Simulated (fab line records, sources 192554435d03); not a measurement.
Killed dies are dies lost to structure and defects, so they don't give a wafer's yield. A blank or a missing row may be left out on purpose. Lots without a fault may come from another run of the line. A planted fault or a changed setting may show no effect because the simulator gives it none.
fab line records | flow n5_finfet
record lots=24 wafers=72 last_day=20
route steps=1938 shown BEOL_M3@1006 BEOL_M4@1056
lots that met no fault: from a run of the same line without faults
start_h: hours from the record's first day to the start of the lot's first wafer shown | wait_h: hours since the lot's step before | " the same as in the row above | L1.1+2: a row that stands for several wafers | - no value, or no start given | * or withheld: withheld | < > ~ a bound
route shown NAME@n: a module of which the file shows steps, and the number in the route of the first | usual: mean/standard deviation of fault-free wafers | same: alike in all rows | chamber/n: place in a boat | sites: the reading at each site | _std_site: their standard deviation | _edge_site: outer sites' mean less inner sites' | radius_mm: how far each site lies from the wafer's centre | mask NAME#n: copy n | behind: the tool/chamber that last shaped the wafer | hold: why the lot was held/for how many hours/how that ended | device: the transistor (n, p or np) that didn't switch | end of line: the same wafers' tests at the end of the route | a step without rows: its recipe alone | killed: dies lost to structure and defects at the first sort, not the wafer's yield | map: a wafer's dies, x killed, . not, _ none there
set.NAME: the setting as run; set.NAME@STEP: as run at that earlier step | model.NAME: the simulator's own value behind a step, which no gauge read
steps of the route over a sample of lots; a table a step, a row a wafer
services: from which hour (start_h, from the record's first day; less than 0 if before it) a tool's chamber was out of use, for how many hours, and why
## steps
# step N5_BEOL_M3_SPUTTER_92
# recipe material=Cu target_thk_a=45 temp_c=-20 chamber_pressure_pa=0.07 power_w=withheld time_s=8.29
# usual throttle_valve_pct=29.6/0.88
# columns lot.wafer tool chamber start_h wait_h throttle_valve_pct
L074.2 pvd_sputter-02 - 165.61 0.1 30.5
L074.3 " - " " 29.2
L074.5 " - " " 30.1
L075.3 pvd_sputter-01 - 186.41 0.1 28.8
L075.5 " - " " 28.6
L075.6 " - " " 28.5
L076.1 pvd_sputter-01 - 190.83 0.1 30.3
L076.4 " - " " 31.0
L076.5 " - " " 30.6
L077.1 pvd_sputter-01 - 196.77 0.1 28.7
L077.4 " - " " 28.7
L077.5 " - " " 30.4
L078.1 pvd_sputter-03 - 197.02 0.1 29.0
L078.3 " - " " 28.5
L078.6 " - " " 29.0
L079.1 pvd_sputter-02 - 201.00 0.1 30.4
L079.4 " - " " 29.0
L079.6 " - " " 29.6
L082.2 pvd_sputter-01 - 225.59 0.1 28.9
L082.4 " - " " 28.6
L082.5 " - " " 28.4
L083.2 pvd_sputter-01 - 227.55 0.1 28.6
L083.5 " - " " 28.9
L083.6 " - " " 28.8
L081.2 pvd_sputter-02 - 230.95 0.1 30.5
L081.3 " - " " 29.5
L081.4 " - " " 29.5
L080.1 pvd_sputter-02 - 246.08 0.1 29.2
L080.3 " - " " 28.8
L080.6 " - " " 29.5
L084.1 pvd_sputter-03 - 248.69 0.1 28.5
L084.4 " - " " 29.8
L084.6 " - " " 28.4
L085.1 pvd_sputter-01 - 253.71 0.1 29.0
L085.2 " - " " 30.8
L085.4 " - " " 30.5
L088.1 pvd_sputter-01 - 256.57 0.1 30.6
L088.2 " - " " 28.5
L088.6 " - " " 28.5
L087.1 pvd_sputter-01 - 266.48 0.1 28.8
L087.2 " - " " 30.6
L087.4 " - " " 30.7
L086.2 pvd_sputter-03 - 278.68 0.1 31.3
L086.4 " - " " 29.4
L086.6 " - " " 28.5
L089.1 pvd_sputter-02 - 283.45 0.1 30.2
L089.2 " - " " 29.2
L089.6 " - " " 29.1
L091.1 pvd_sputter-03 - 290.72 0.1 28.5
L091.4 " - " " 29.1
L091.5 " - " " 28.3
L090.1 pvd_sputter-01 - 294.95 0.1 30.5
L090.3 " - " " 30.5
L090.5 " - " " 30.9
L093.3 pvd_sputter-02 - 305.18 0.1 30.5
L093.4 " - " " 28.8
L093.6 " - " " 28.8
L092.1 pvd_sputter-02 - 307.02 0.1 29.6
L092.3 " - " " 29.0
L092.5 " - " " 29.5
L094.4 pvd_sputter-01 - 320.02 0.1 30.5
L094.5 " - " " 28.8
L094.6 " - " " 30.7
L096.2 pvd_sputter-02 - 320.74 0.1 30.7
L096.3 " - " " 29.2
L096.4 " - " " 29.1
L095.2 pvd_sputter-01 - 324.92 0.1 30.3
L095.4 " - " " 28.5
L095.5 " - " " 28.8
L097.1 pvd_sputter-02 - 325.20 0.1 28.9
L097.4 " - " " 28.8
L097.6 " - " " 29.2
# step N5_BEOL_M4_CD_MEAS_28
# recipe target_cd_nm=26.2 landing_energy_ev=500 detector=se_inlens target_cd_y_nm=24.1 polarity=opening
# usual cd_nm=26.13/0.24
# same landing_energy_ev=500
# columns lot.wafer tool chamber start_h wait_h cd_nm
L074.2 cd_sem-02 0 169.12 - 26.09
L074.3 " 0 " " 26.01
L074.5 " 0 " " 26.22
L075.3 cd_sem-02 0 190.11 - 26.18
L075.5 " 0 " " 26.13
L075.6 " 0 " " 26.44
L076.1 cd_sem-02 0 194.01 - 26.54
L076.4 " 0 " " 26.04
L076.5 " 0 " " 26.11
L077.1 cd_sem-01 0 200.37 - 26.06
L077.4 " 0 " " 26.53
L077.5 " 0 " " 25.99
L078.1 cd_sem-02 0 203.23 - 26.01
L078.3 " 0 " " 26.55
L078.6 " 0 " " 26.06
L079.1 cd_sem-03 0 204.93 - 25.95
L079.4 " 0 " " 25.72
L079.6 " 0 " " 25.69
L082.2 cd_sem-02 0 229.47 - 26.24
L082.4 " 0 " " 26.15
L082.5 " 0 " " 26.01
L083.2 cd_sem-02 0 233.85 - 26.48
L083.5 " 0 " " 25.93
L083.6 " 0 " " 26.33
L081.2 cd_sem-01 0 234.52 - 26.07
L081.3 " 0 " " 25.92
L081.4 " 0 " " 26.15
L080.1 cd_sem-03 0 251.07 - 26.03
L080.3 " 0 " " 25.92
L080.6 " 0 " " 26.17
L084.1 cd_sem-01 0 252.80 - 25.97
L084.4 " 0 " " 26.37
L084.6 " 0 " " 26.55
L085.1 cd_sem-02 0 258.38 - 26.22
L085.2 " 0 " " 26.08
L085.4 " 0 " " 26.21
L088.1 cd_sem-01 0 262.67 - 26.27
L088.2 " 0 " " 25.89
L088.6 " 0 " " 26.65
L087.1 cd_sem-03 0 270.29 - 26.20
L087.2 " 0 " " 26.28
L087.4 " 0 " " 25.90
L086.2 cd_sem-03 0 284.17 - 25.99
L086.4 " 0 " " 25.83
L086.6 " 0 " " 25.98
L089.1 cd_sem-03 0 288.95 - 25.55
L089.2 " 0 " " 26.25
L089.6 " 0 " " 26.05
L091.1 cd_sem-03 0 294.10 - 25.78
L091.4 " 0 " " 26.23
L091.5 " 0 " " 25.81
L090.1 cd_sem-02 0 298.30 - 26.11
L090.3 " 0 " " 26.07
L090.5 " 0 " " 26.50
L093.3 cd_sem-02 0 308.82 - 25.67
L093.4 " 0 " " 26.24
L093.6 " 0 " " 26.34
L092.1 cd_sem-03 0 314.02 - 26.10
L092.3 " 0 " " 25.91
L092.5 " 0 " " 26.29
L094.4 cd_sem-03 0 323.93 - 26.22
L094.5 " 0 " " 25.95
L094.6 " 0 " " 25.73
L096.2 cd_sem-02 0 324.76 - 26.26
L096.3 " 0 " " 26.27
L096.4 " 0 " " 26.08
L095.2 cd_sem-03 0 330.06 - 26.82
L095.4 " 0 " " 26.11
L095.5 " 0 " " 26.45
L097.1 cd_sem-02 0 330.39 - 25.96
L097.4 " 0 " " 25.79
L097.6 " 0 " " 25.85
# step N5_BEOL_M4_STRIP_97
# recipe chemistry=N2/H2 time_s=10 power_w=450 temp_c=40 pressure_mtorr=20 rf_frequency_hz=6e+07 bias_power_w=7 n2_flow_sccm=200 h2_flow_sccm=200
# usual chamber_pressure_mTorr=19.998/0.018 drypump_motor_current_A=5.6/0.39 n2_flow_sccm=199.9/0.57 oes_product_au=0.78/0.085 rf_vpp_V=59.2/0.91 showerhead_plenum_p_Torr=2.52/0.096 throttle_valve_pct=23.6/0.36
# columns lot.wafer tool chamber start_h wait_h chamber_pressure_mTorr drypump_motor_current_A n2_flow_sccm oes_product_au rf_hours_counter_h rf_vpp_V showerhead_plenum_p_Torr throttle_valve_pct
L074.2 rie_diel-04 2 - - 20.013 5.6 200.4 0.91 32 59.2 2.58 23.6
L074.3 " 1 " " 20.009 6.1 199.1 0.72 178 59.3 2.43 23.8
L074.5 " 1 " " 19.975 6.1 199.4 0.72 - 60.9 2.43 23.8
L075.3 rie_diel-04 2 - - 19.969 5.6 199.4 0.90 39 59.6 2.58 23.6
L075.5 " 0 " " 19.974 5.8 199.5 0.78 - 59.9 2.56 23.4
L075.6 " 3 " " 20.004 5.5 199.8 0.75 - 60.1 2.42 23.4
L078.1 rie_diel-01 1 - - 19.985 5.8 199.8 0.80 123 58.7 2.68 23.6
L078.3 " 3 " " 19.990 5.0 200.6 0.76 149 59.3 2.41 23.4
L078.6 " 3 " " 19.982 5.0 199.0 0.76 - 57.5 2.41 23.4
L076.1 rie_diel-04 3 - - 20.002 5.5 199.1 0.76 157 59.9 2.42 23.4
L076.4 " 0 " " 19.995 5.8 200.2 0.77 141 59.0 2.56 23.4
L076.5 " 1 " " 19.998 6.2 199.8 0.71 - 60.3 2.42 23.8
L077.1 rie_diel-01 3 - - 20.003 5.1 199.3 0.75 151 59.5 2.40 23.4
L077.4 " 0 " " 19.994 6.2 199.8 0.68 250 57.7 2.58 23.7
L077.5 " 0 " " 19.993 6.2 200.1 0.67 - 59.8 2.58 23.7
L079.1 rie_diel-01 3 - - 20.017 5.0 201.2 0.76 155 59.9 2.40 23.4
L079.4 " 1 " " 20.006 5.8 199.7 0.79 - 60.6 2.68 23.6
L079.6 " 2 " " 20.001 5.2 199.8 0.70 - 58.6 2.54 24.4
L082.2 rie_diel-04 0 - - 20.016 5.8 200.5 0.78 150 60.4 2.55 23.4
L082.4 " 2 " " 20.036 5.6 199.8 0.89 50 59.6 2.57 23.6
L082.5 " 3 " " 19.995 5.5 200.4 0.76 - 58.7 2.42 23.4
L083.2 rie_diel-01 3 - - 20.018 5.0 200.3 0.74 161 59.4 2.40 23.4
L083.5 " 1 " " 20.003 5.8 200.3 0.78 - 60.5 2.68 23.6
L083.6 " 2 " " 20.011 5.2 199.4 0.70 - 60.3 2.53 24.4
L081.2 rie_diel-04 2 - - 20.011 5.6 199.8 0.87 52 60.1 2.57 23.6
L081.3 " 3 " " 19.992 5.5 199.5 0.75 168 60.4 2.41 23.4
L081.4 " 1 " " 19.991 6.1 200.5 0.70 199 59.4 2.42 23.8
L080.1 rie_diel-04 1 - - 19.997 6.1 199.8 0.71 201 59.4 2.42 23.8
L080.3 " 3 " " 19.993 5.5 199.8 0.75 170 58.0 2.41 23.4
L080.6 " 3 " " 19.975 5.5 200.0 0.75 - 58.0 2.41 23.4
L084.1 rie_diel-01 1 - - 19.951 5.9 199.8 0.77 143 57.9 2.67 23.6
L084.4 " 0 " " 20.013 6.3 200.5 0.97 5 58.4 2.58 23.2
L084.6 " 1 " " 19.976 5.8 199.8 0.77 - 58.8 2.68 23.6
L085.1 rie_diel-01 3 - - 20.021 5.0 199.9 0.73 172 57.9 2.40 23.5
L085.2 " 1 " " 19.999 5.8 199.4 0.77 145 60.7 2.67 23.6
L085.4 " 0 " " 20.013 6.2 199.7 0.96 6 59.2 2.58 23.2
L088.1 rie_diel-01 2 - - 19.982 5.2 199.8 0.69 235 58.6 2.53 24.4
L088.2 " 1 " " 19.973 5.8 200.4 0.77 145 60.8 2.67 23.6
L088.6 " 1 " " 20.015 5.8 199.9 0.76 - 58.7 2.67 23.6
L087.1 rie_diel-05 3 - - 20.011 5.4 199.0 0.98 9 59.4 2.67 22.8
L087.2 " 0 " " 20.014 5.2 199.4 0.72 226 57.6 2.41 23.8
L087.4 " 3 " " 19.994 5.5 199.5 0.99 - 60.1 2.67 22.8
L086.2 rie_diel-05 0 - - 20.001 5.1 199.4 0.71 230 58.6 2.41 23.8
L086.4 " 2 " " 20.003 5.3 200.4 0.98 - 58.6 2.56 23.0
L086.6 " 0 " " 20.008 5.1 199.2 0.71 - 59.8 2.41 23.8
L089.1 rie_diel-01 2 - - 19.988 5.1 200.6 0.68 244 60.0 2.53 24.4
L089.2 " 1 " " 19.986 5.8 199.8 0.77 156 60.4 2.67 23.6
L089.6 " 2 " " 20.009 5.1 200.1 0.68 - 58.9 2.53 24.4
L091.1 rie_diel-04 1 - - 19.982 6.1 199.0 0.70 218 58.2 2.41 23.8
L091.4 " 0 " " 20.034 5.8 200.4 0.76 163 57.8 2.55 23.4
L091.5 " 2 " " 20.012 5.6 199.1 0.84 - 59.3 2.56 23.7
L093.3 rie_diel-04 1 - - 20.000 6.2 199.9 0.69 224 57.7 2.41 23.8
L093.4 " 3 " " 19.960 5.5 199.9 0.72 191 59.7 2.40 23.4
L093.6 " 3 " " 19.973 5.5 199.4 0.73 - 58.7 2.41 23.4
L090.1 rie_diel-01 3 - - 20.012 5.1 200.5 0.72 187 59.4 2.39 23.5
L090.3 " 0 " " 20.004 6.2 199.8 0.91 22 59.4 2.57 23.2
L090.5 " 3 " " 19.996 5.0 199.1 0.72 - 58.5 2.39 23.5
L092.1 rie_diel-04 2 - - 20.011 5.6 200.4 0.84 79 60.1 2.56 23.7
L092.3 " 0 " " 19.973 5.8 199.9 0.75 170 59.4 2.54 23.4
L092.5 " 3 " " 20.011 5.5 200.1 0.72 - 58.7 2.40 23.5
L094.4 rie_diel-01 3 - - 19.988 5.1 200.1 0.72 - 58.0 2.39 23.5
L094.5 " 1 " " 20.014 5.8 201.2 0.75 - 60.3 2.67 23.6
L094.6 " 0 " " 20.020 6.2 201.2 0.90 - 60.9 2.57 23.2
L096.2 rie_diel-04 2 - - 20.012 5.6 201.4 0.83 85 59.0 2.56 23.7
L096.3 " 3 " " 19.979 5.5 200.3 0.72 199 58.0 2.40 23.5
L096.4 " 1 " " 19.979 6.1 199.5 0.68 232 57.5 2.41 23.8
L095.2 rie_diel-05 1 - - 19.976 6.2 199.9 0.73 183 58.3 2.50 23.9
L095.4 " 0 " " 20.015 5.2 199.8 0.70 247 59.1 2.40 23.8
L095.5 " 2 " " 19.988 5.3 199.8 0.92 - 58.7 2.55 23.0
L097.1 rie_diel-04 2 - - 19.981 5.6 200.9 0.83 90 58.8 2.55 23.7
L097.4 " 2 " " 20.015 5.6 200.2 0.82 - 60.4 2.55 23.7
L097.6 " 1 " " 20.031 6.1 199.3 0.67 - 57.0 2.40 23.8
# step N5_BEOL_M4_SPUTTER_48
# recipe material=Cu target_thk_a=45 temp_c=-20 chamber_pressure_pa=0.07 power_w=withheld time_s=8.29
# usual throttle_valve_pct=29.6/0.89
# columns lot.wafer tool chamber start_h wait_h throttle_valve_pct
L074.2 pvd_sputter-01 - 191.35 1.8 28.6
L074.3 " - " " 30.7
L074.5 " - " " 28.7
L075.3 pvd_sputter-03 - 214.77 0.3 31.3
L075.5 " - " " 28.6
L075.6 " - " " 29.0
L078.1 pvd_sputter-03 - 219.21 0.1 29.0
L078.3 " - " " 28.5
L078.6 " - " " 28.6
L076.1 pvd_sputter-03 - 221.05 1.5 28.5
L076.4 " - " " 31.4
L076.5 " - " " 29.2
L077.1 pvd_sputter-03 - 224.45 0.1 28.5
L077.4 " - " " 29.1
L077.5 " - " " 29.3
L079.1 pvd_sputter-03 - 233.74 0.1 29.8
L079.4 " - " " 29.1
L079.6 " - " " 28.8
L082.2 pvd_sputter-01 - 247.63 0.2 30.7
L082.4 " - " " 29.1
L082.5 " - " " 28.5
L083.2 pvd_sputter-03 - 249.21 1.3 30.9
L083.5 " - " " 31.0
L083.6 " - " " 30.0
L081.2 pvd_sputter-02 - 253.76 1.1 28.8
L081.3 " - " " 29.7
L081.4 " - " " 29.5
L080.1 pvd_sputter-01 - 258.75 0.4 28.9
L080.3 " - " " 28.8
L080.6 " - " " 30.5
L084.1 pvd_sputter-01 - 267.40 0.1 30.6
L084.4 " - " " 28.7
L084.6 " - " " 28.6
L085.1 pvd_sputter-02 - 272.84 0.1 29.3
L085.2 " - " " 29.5
L085.4 " - " " 28.7
L088.1 pvd_sputter-01 - 274.61 0.3 29.0
L088.2 " - " " 30.7
L088.6 " - " " 28.8
L087.1 pvd_sputter-01 - 285.36 0.3 28.3
L087.2 " - " " 30.6
L087.4 " - " " 29.0
L086.2 pvd_sputter-01 - 296.97 0.1 29.0
L086.4 " - " " 30.7
L086.6 " - " " 30.7
L091.1 pvd_sputter-02 - 297.06 0.1 29.2
L091.4 " - " " 28.9
L091.5 " - " " 29.6
L089.1 pvd_sputter-03 - 297.44 0.4 28.5
L089.2 " - " " 29.2
L089.6 " - " " 31.0
L093.3 pvd_sputter-02 - 314.35 0.1 30.4
L093.4 " - " " 29.0
L093.6 " - " " 29.6
L090.1 pvd_sputter-03 - 316.93 0.1 29.6
L090.3 " - " " 28.6
L090.5 " - " " 31.2
L092.1 pvd_sputter-01 - 320.54 1.0 30.5
L092.3 " - " " 28.5
L092.5 " - " " 28.5
L094.4 pvd_sputter-02 - 328.42 1.8 30.4
L094.5 " - " " 29.4
L094.6 " - " " 29.1
L096.2 pvd_sputter-03 - 336.32 0.2 31.3
L096.3 " - " " 29.1
L096.4 " - " " 29.7
L095.2 pvd_sputter-03 - 343.12 0.2 29.1
L095.4 " - " " 29.6
L095.5 " - " " 31.2
L097.1 pvd_sputter-02 - 346.31 0.2 29.1
L097.4 " - " " 29.6
L097.6 " - " " 30.5
# step N5_BEOL_M4_SPUTTER_79
# recipe material=Cu target_thk_a=45 temp_c=-20 chamber_pressure_pa=0.07 power_w=withheld time_s=8.29
# usual throttle_valve_pct=29.6/0.91
# columns lot.wafer tool chamber start_h wait_h throttle_valve_pct
L074.2 pvd_sputter-01 - 191.57 0.1 29.2
L074.3 " - " " 30.5
L074.5 " - " " 29.0
L075.3 pvd_sputter-03 - 214.99 0.1 31.2
L075.5 " - " " 28.9
L075.6 " - " " 28.9
L078.1 pvd_sputter-03 - 219.43 0.1 29.0
L078.3 " - " " 28.6
L078.6 " - " " 28.6
L076.1 pvd_sputter-03 - 221.27 0.1 28.6
L076.4 " - " " 31.2
L076.5 " - " " 29.2
L077.1 pvd_sputter-03 - 224.67 0.1 28.6
L077.4 " - " " 29.3
L077.5 " - " " 29.3
L079.1 pvd_sputter-03 - 233.96 0.1 29.8
L079.4 " - " " 29.3
L079.6 " - " " 28.9
L082.2 pvd_sputter-01 - 247.85 0.1 30.9
L082.4 " - " " 28.9
L082.5 " - " " 28.6
L083.2 pvd_sputter-03 - 249.43 0.1 31.1
L083.5 " - " " 31.3
L083.6 " - " " 29.9
L081.2 pvd_sputter-02 - 253.98 0.1 28.7
L081.3 " - " " 29.8
L081.4 " - " " 29.1
L080.1 pvd_sputter-01 - 258.97 0.1 29.0
L080.3 " - " " 28.4
L080.6 " - " " 30.5
L084.1 pvd_sputter-01 - 267.62 0.1 30.8
L084.4 " - " " 28.4
L084.6 " - " " 28.5
L085.1 pvd_sputter-02 - 273.06 0.1 29.6
L085.2 " - " " 29.6
L085.4 " - " " 29.0
L088.1 pvd_sputter-01 - 274.83 0.1 28.9
L088.2 " - " " 30.5
L088.6 " - " " 29.0
L087.1 pvd_sputter-01 - 285.58 0.1 28.6
L087.2 " - " " 30.6
L087.4 " - " " 29.0
L086.2 pvd_sputter-01 - 297.19 0.1 29.0
L086.4 " - " " 30.6
L086.6 " - " " 30.4
L091.1 pvd_sputter-02 - 297.28 0.1 29.1
L091.4 " - " " 29.0
L091.5 " - " " 29.8
L089.1 pvd_sputter-03 - 297.66 0.1 28.2
L089.2 " - " " 29.3
L089.6 " - " " 31.1
L093.3 pvd_sputter-02 - 314.57 0.1 30.4
L093.4 " - " " 28.9
L093.6 " - " " 29.7
L090.1 pvd_sputter-03 - 317.15 0.1 29.8
L090.3 " - " " 28.5
L090.5 " - " " 31.3
L092.1 pvd_sputter-01 - 320.76 0.1 30.8
L092.3 " - " " 28.6
L092.5 " - " " 28.5
L094.4 pvd_sputter-02 - 328.64 0.0 30.4
L094.5 " - " " 29.3
L094.6 " - " " 28.9
L096.2 pvd_sputter-03 - 336.54 0.1 31.1
L096.3 " - " " 29.2
L096.4 " - " " 29.9
L095.2 pvd_sputter-03 - 343.34 0.1 29.1
L095.4 " - " " 29.9
L095.5 " - " " 31.0
L097.1 pvd_sputter-02 - 346.56 0.1 28.8
L097.4 " - " " 29.6
L097.6 " - " " 30.5
# step N5_BEOL_M4_ANNEAL_80
# recipe temp_c=400 time_s=240 ambient=vacuum
# usual heater_power_w=824/55
# columns lot.wafer tool chamber start_h wait_h heater_power_w
L074.2 pvd_sputter-01 - 191.65 0.0 916
L074.3 " - " " 873
L074.5 " - " " 922
L075.3 pvd_sputter-03 - 215.07 0.0 774
L075.5 " - " " 853
L075.6 " - " " 825
L078.1 pvd_sputter-03 - 219.51 0.0 805
L078.3 " - " " 841
L078.6 " - " " 866
L076.1 pvd_sputter-03 - 221.35 0.0 816
L076.4 " - " " 793
L076.5 " - " " 782
L077.1 pvd_sputter-03 - 224.75 0.0 859
L077.4 " - " " 817
L077.5 " - " " 822
L079.1 pvd_sputter-03 - 234.04 0.0 883
L079.4 " - " " 828
L079.6 " - " " 819
L082.2 pvd_sputter-01 - 247.93 0.0 822
L082.4 " - " " 902
L082.5 " - " " 770
L083.2 pvd_sputter-03 - 249.51 0.0 790
L083.5 " - " " 788
L083.6 " - " " 876
L081.2 pvd_sputter-02 - 254.06 0.0 805
L081.3 " - " " 727
L081.4 " - " " 746
L080.1 pvd_sputter-01 - 259.05 0.0 918
L080.3 " - " " 757
L080.6 " - " " 833
L084.1 pvd_sputter-01 - 267.70 0.0 864
L084.4 " - " " 775
L084.6 " - " " 746
L085.1 pvd_sputter-02 - 273.14 0.0 777
L085.2 " - " " 714
L085.4 " - " " 772
L088.1 pvd_sputter-01 - 274.91 0.0 900
L088.2 " - " " 858
L088.6 " - " " 921
L087.1 pvd_sputter-01 - 285.66 0.0 762
L087.2 " - " " 861
L087.4 " - " " 895
L086.2 pvd_sputter-01 - 297.27 0.0 906
L086.4 " - " " 881
L086.6 " - " " 855
L091.1 pvd_sputter-02 - 297.36 0.0 762
L091.4 " - " " 783
L091.5 " - " " 739
L089.1 pvd_sputter-03 - 297.74 0.0 821
L089.2 " - " " 806
L089.6 " - " " 780
L093.3 pvd_sputter-02 - 314.65 0.0 855
L093.4 " - " " 785
L093.6 " - " " 723
L090.1 pvd_sputter-03 - 317.23 0.0 894
L090.3 " - " " 845
L090.5 " - " " 781
L092.1 pvd_sputter-01 - 320.84 0.0 850
L092.3 " - " " 746
L092.5 " - " " 748
L094.4 pvd_sputter-02 - 328.75 0.1 859
L094.5 " - " " 772
L094.6 " - " " 788
L096.2 pvd_sputter-03 - 336.62 0.0 801
L096.3 " - " " 809
L096.4 " - " " 906
L095.2 pvd_sputter-03 - 343.42 0.0 787
L095.4 " - " " 891
L095.5 " - " " 771
L097.1 pvd_sputter-02 - 346.65 0.0 787
L097.4 " - " " 703
L097.6 " - " " 845
## services
# columns tool chamber start_h hours kind
pvd_sputter-01 - 155.50 4.5 repair
rie_diel-01 2 171.91 16.9 repair
rie_diel-04 2 196.85 3.7 repair
pvd_sputter-01 - 219.23 4.0 repair
rie_diel-01 0 223.62 - clean
rie_diel-01 0 223.62 - consumable_replace:focus_ring
rie_diel-01 0 223.62 32.8 scheduled_down
rie_diel-01 0 223.62 32.8 vent_cycle
rie_diel-05 3 240.08 - clean
rie_diel-05 3 240.08 - consumable_replace:focus_ring
rie_diel-05 3 240.08 - consumable_replace:showerhead
rie_diel-05 3 240.08 25.9 scheduled_down
rie_diel-05 3 240.08 25.9 vent_cycle
rie_diel-04 0 268.44 10.6 repair
rie_diel-05 2 269.41 - clean
rie_diel-05 2 269.41 - consumable_replace:focus_ring
rie_diel-05 2 269.41 16.1 scheduled_down
rie_diel-04 3 273.77 2.0 repair
rie_diel-05 1 286.76 30.4 repair
rie_diel-01 1 313.20 6.2 repair
rie_diel-01 2 319.40 - clean
rie_diel-01 2 319.40 - consumable_replace:focus_ring
rie_diel-01 2 319.40 19.2 scheduled_down
rie_diel-01 2 319.40 19.2 vent_cycle
## key
fault none
